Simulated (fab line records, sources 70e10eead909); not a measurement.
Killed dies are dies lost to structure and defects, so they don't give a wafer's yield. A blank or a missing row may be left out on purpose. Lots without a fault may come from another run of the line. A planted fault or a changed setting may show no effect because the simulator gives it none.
One fault seen from 2 desks | flow nand_harc | each desk has only its own numbers; what lay behind them comes last

THE TOOL OWNER'S DESK: pecvd_onon-01
The tool's own readings at NHARC_A_ONON_D2_DEP_03 (target thk 1000 nm): means of the sampled wafers that have a number, for each lot that ran on this tool. A lot is out of limits, marked OUT, if its mean lies more than 4 standard deviations from the usual mean; the brackets give that distance.
Columns: A = n2_flow_sccm at NHARC_A_ONON_D2_DEP_03, usual 2748 sccm
lot  | first seen here | A
L265 | day 16 19:36    | 2748
L267 | day 17 08:26    | 2754
L272 | day 20 10:06    | 2757
L276 | day 21 05:17    | 2743
This desk's finding: nothing out of limits on any of the 4 lots.

THE METROLOGY DESK
What the gauges read, lot by lot, whatever tool the lot ran on: means of the sampled wafers that have a number. A lot is out of limits, marked OUT, if its mean lies more than 4 standard deviations from the usual mean; the brackets give that distance.
Columns: A = cd_nm at NHARC_A_CHANNEL_HOLE_D2_CD_MEAS_10, usual 100.2 nm
lot  | first seen here | A
L255 | day 13 09:26    | 100.3
L256 | day 13 22:11    | 100.7
L257 | day 14 16:05    | 100.5
L258 | day 14 16:23    | 100.8
L259 | day 15 05:31    | 100.5
L260 | day 15 18:06    | 100.6
L265 | day 17 13:20    | 99.5
L267 | day 17 23:38    | 99.8
L270 | day 20 05:09    | 101.1
L274 | day 21 04:28    | 99.8
L272 | day 21 04:37    | 101.2
L273 | day 21 06:23    | 100.2
L276 | day 22 01:02    | 100.1
L277 | day 22 07:30    | 99.5
This desk's finding: nothing out of limits on any of the 14 lots.

PUT TOGETHER
The tool owner's desk saw nothing out of limits.
The metrology desk saw nothing out of limits.

WHAT THE SIMULATOR HAD PUT IN
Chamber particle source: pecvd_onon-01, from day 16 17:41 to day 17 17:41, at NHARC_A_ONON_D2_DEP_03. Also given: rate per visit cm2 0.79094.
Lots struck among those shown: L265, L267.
